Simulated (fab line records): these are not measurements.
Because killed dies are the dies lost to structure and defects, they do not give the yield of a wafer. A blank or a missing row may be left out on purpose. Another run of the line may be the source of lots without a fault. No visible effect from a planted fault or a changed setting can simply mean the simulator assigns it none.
Matching of chambers -- flow n5 finfet -- N5_WELL_APT_DESCUM_13 on rie diel-02: 4 sister chambers
The step chemistry O2, time 7.9 s. 20 wafers are shown with their chamber, then 10 later ones without.

## WAFERS PAIRED WITH THEIR CHAMBERS
wafer,chamber,showerhead plenum p Torr (Torr),throttle valve pct (%),oes product au (a.u.)
L078.1,1,2.11,20.27,0.78
L078.2,0,2.09,20.05,0.83
L078.6,0,2.09,20.04,0.83
L080.2,3,2.09,20.50,0.74
L080.3,1,2.11,20.28,0.77
L080.5,3,2.09,20.49,0.74
L082.1,3,2.09,20.50,0.75
L082.2,2,2.21,20.04,0.83
L082.3,0,2.09,20.06,0.82
L083.4,0,2.09,20.06,0.81
L083.5,2,2.21,20.05,0.82
L083.6,1,2.10,20.28,0.78
L086.2,1,2.10,20.30,0.78
L086.4,3,2.08,20.53,0.74
L086.5,0,2.09,20.07,0.82
L087.2,3,2.08,20.53,0.73
L087.3,2,2.21,20.05,0.82
L087.6,2,2.21,20.05,0.82
L089.3,3,2.08,20.53,0.73
L089.4,3,2.08,20.54,0.72

SIGNATURES (means of the wafers above)
reading,chamber 0,chamber 1,chamber 2,chamber 3,scatter within a chamber
showerhead plenum p Torr,2.0900,2.1050,2.2100,2.0843,0.00412
throttle valve pct,20.0560,20.2825,20.0475,20.5171,0.0146
oes product au,0.8220,0.7775,0.8225,0.7357,0.00791
Rule: distance of a wafer from a chamber = root of the sum over the readings of ((wafer's reading minus chamber's mean) / reading's scatter) squared. If the next closest chamber is less than 2 further off than the closest, the wafer can't be placed; otherwise it belongs to the closest. How the scatter is found: for the shown wafers, subtract from each reading the mean of its chamber, square and add these, divide the total by (wafers less chambers), then take the root.

## WAFERS WITH NO CHAMBER GIVEN
wafer,showerhead plenum p Torr (Torr),throttle valve pct (%),oes product au (a.u.)
L089.5,2.21,20.07,0.81
L090.3,2.08,20.09,0.81
L090.4,2.21,20.07,0.82
L090.6,2.08,20.54,0.73
L092.1,2.20,20.08,0.80
L092.4,2.20,20.07,0.80
L092.6,2.08,20.10,0.79
L093.1,2.10,20.30,0.75
L093.2,2.08,20.10,0.79
L093.6,2.08,20.11,0.79

## CHAMBER TAKEN BY EACH
wafer,from the rows above,in truth
L089.5,2,2
L090.3,0,0
L090.4,2,2
L090.6,3,3
L092.1,2,2
L092.4,2,2
L092.6,0,0
L093.1,1,1
L093.2,0,0
L093.6,0,0
Correct placement for 10 of the 10. Left unplaced by these rows: 0. 0 placed wrongly.
